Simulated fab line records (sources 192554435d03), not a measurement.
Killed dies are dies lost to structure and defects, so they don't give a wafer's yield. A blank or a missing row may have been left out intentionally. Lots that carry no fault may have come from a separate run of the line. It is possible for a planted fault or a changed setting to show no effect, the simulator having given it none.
Struck lot and sound lot, side by side | flow n5 finfet | 35 out of 1938 route steps
Sound: wafers L388.1, L388.4, L388.6. The struck wafers were L374.1, L374.5, L374.6. The cause comes at the end.
Each step with rows lists, per side, the tool, then ch with its chambers, then its first start. Under that, the readings that differ: sound wafers | struck wafers | difference of the means | sigmas: that difference in standard deviations of wafers without a fault.
alike: words and numbers the same on both sides, and readings whose means are apart by under 2 such deviations; not compared: readings that were withheld, readings missing a value for some wafer, numbers with overlapping values and no deviation given by the record, and bounds like >300 which may hide the same value.
Wherever a step has rows on one side only, a row that says differs or no value, or a row with sigmas, the two part there. When numbers do not overlap yet have no deviation, they are printed without sigmas and do not part them. Lack of a reading on every wafer of one side parts them only where that side has two or more wafers.

first, 9 steps without rows for these wafers: N5_STI_FIN_REVEAL_SRD_21 (time 30 s); N5_STI_FIN_REVEAL_OXIDATION_33 (chemistry O2 PLASMA REMOTE, time 20 s); N5_STI_FIN_REVEAL_CLEAN_19 (cleans in O3/DIW, time 120 s); N5_STI_FIN_REVEAL_SRD_23 (time 30 s); N5_STI_FIN_REVEAL_PRECLEAN_18 (cleans in SC2, time 45 s); N5_STI_FIN_REVEAL_SRD_28 (time 30 s); N5_DUMMY_GATE_PRECLEAN_00 (cleans in O3/DIW, time 60 s); N5_DUMMY_GATE_SRD_01 (time 30 s); N5_DUMMY_GATE_ALD_02 (deposits SiO2, target thk 2 nm, pulse time 1 s).
N5_DUMMY_GATE_CVD_03: deposits a-Si from SiH4, target thk 150 nm, time 8042 s.
  sound on lpcvd-01 ch 0/40,0/54,0/64, day 8 07:42; struck on lpcvd-01 ch 1/109,1/114,1/90, day 4 21:14
  reading                                     | sound             | struck        | difference | sigmas
  model.a-Si_of_DUMMY_GATE_CVD_03.thk nm (nm) | 149.8 151.2 150.8 | 97.4 100.4 99 | -51.7      |
  alike: spike tc centre C
then, 24 steps without rows for these wafers: N5_DUMMY_GATE_PRECLEAN_46 (cleans in DIW, time 89.5 s); N5_DUMMY_GATE_SRD_47 (dry time 32 s); N5_DUMMY_GATE_CMP_04 (polishes a-Si); N5_DUMMY_GATE_HM_DEP_06 (deposits SiNx from DCS/NH3, target thk 80 nm, time 5141 s); N5_DUMMY_GATE_PECVD_30 (deposits SiO2 from TEOS/O2, target thk 55 nm, time 10.8 s); N5_DUMMY_GATE_COAT_34 (time 60 s, resist thk 60 nm); N5_DUMMY_GATE_COAT_35 (time 60 s, resist thk 10 nm); N5_DUMMY_GATE_COAT_28 (time 60 s, resist thk 10 nm); N5_DUMMY_GATE_COAT_09 (resist thk 30 nm); N5_DUMMY_GATE_EBR_11; N5_DUMMY_GATE_SOFTBAKE_10 (time 60 s); N5_DUMMY_GATE_EXPOSE_12 (exposes mask GATE, target cd 25 nm); N5_DUMMY_GATE_PEB_13 (peb time 60 s); N5_DUMMY_GATE_DEVELOP_14 (develop time 30 s); N5_DUMMY_GATE_DESCUM_20 (chemistry O2, time 6.2 s); N5_DUMMY_GATE_ETCH_29 (etches underlayer in N2/H2, target depth 13 nm); N5_DUMMY_GATE_ETCH_36 (etches SiARC in CF4, target depth 13 nm); N5_DUMMY_GATE_ETCH_37 (etches SOC in N2/H2, target depth 60 nm, overetch 30 nm); N5_DUMMY_GATE_STRIP_38 (strips in N2/H2); N5_DUMMY_GATE_STRIP_39 (strips in N2/H2); N5_DUMMY_GATE_TRIM_49 (chemistry O2, time 29 s, target cd 14 nm); N5_DUMMY_GATE_STRIP_40 (strips in CF4); N5_DUMMY_GATE_ETCH_31 (etches SiO2 in C4F6/O2, target depth 82.5 nm, time 27.5 s); N5_DUMMY_GATE_STRIP_41 (strips in O2).
-- the record jumps here: 11 days lie between the struck wafers' starts before and after (it left off in module DUMMY_GATE and takes up again in module PASSIVATION, whose first step shown is number 1936 of the route) --
N5_PASSIVATION_PROBE_49:
  sound on prober-02, day 19 00:17; struck on prober-02, day 16 06:25
  reading                  | sound          | struck         | difference | sigmas
  defect limited yield (%) | 90.5 91.4 91.9 | 0 0 0          | -91        | -65
  killed at front end      | 54 56 47       | 1118 1132 1127 | +1073      | +89
  killed dies              | 112 102 95     | 1180 1180 1180 | +1077      | +63
  killed on rim            | 14 10 5        | 152 152 152    | +142       | +36
  sort_bin_5_function (%)  | 4.5 5.5 4.5    | 96.6 96.4 96.7 | +91.7      | +98
  sort n pass              | 1068 1078 1085 | 0 0 0          | -1077      | -45
  sort yield pct (%)       | 90.5 91.4 91.9 | 0 0 0          | -91        | -46
  alike: killed_at_M0_to_M3, killed_at_M4_up, killed at contacts, killed at other, killed open, killed short, sort_bin_6_memory

== WHERE THEY PART ==
Only at N5_PASSIVATION_PROBE_49, as far as this record shows.

WHY: what the simulator had put in
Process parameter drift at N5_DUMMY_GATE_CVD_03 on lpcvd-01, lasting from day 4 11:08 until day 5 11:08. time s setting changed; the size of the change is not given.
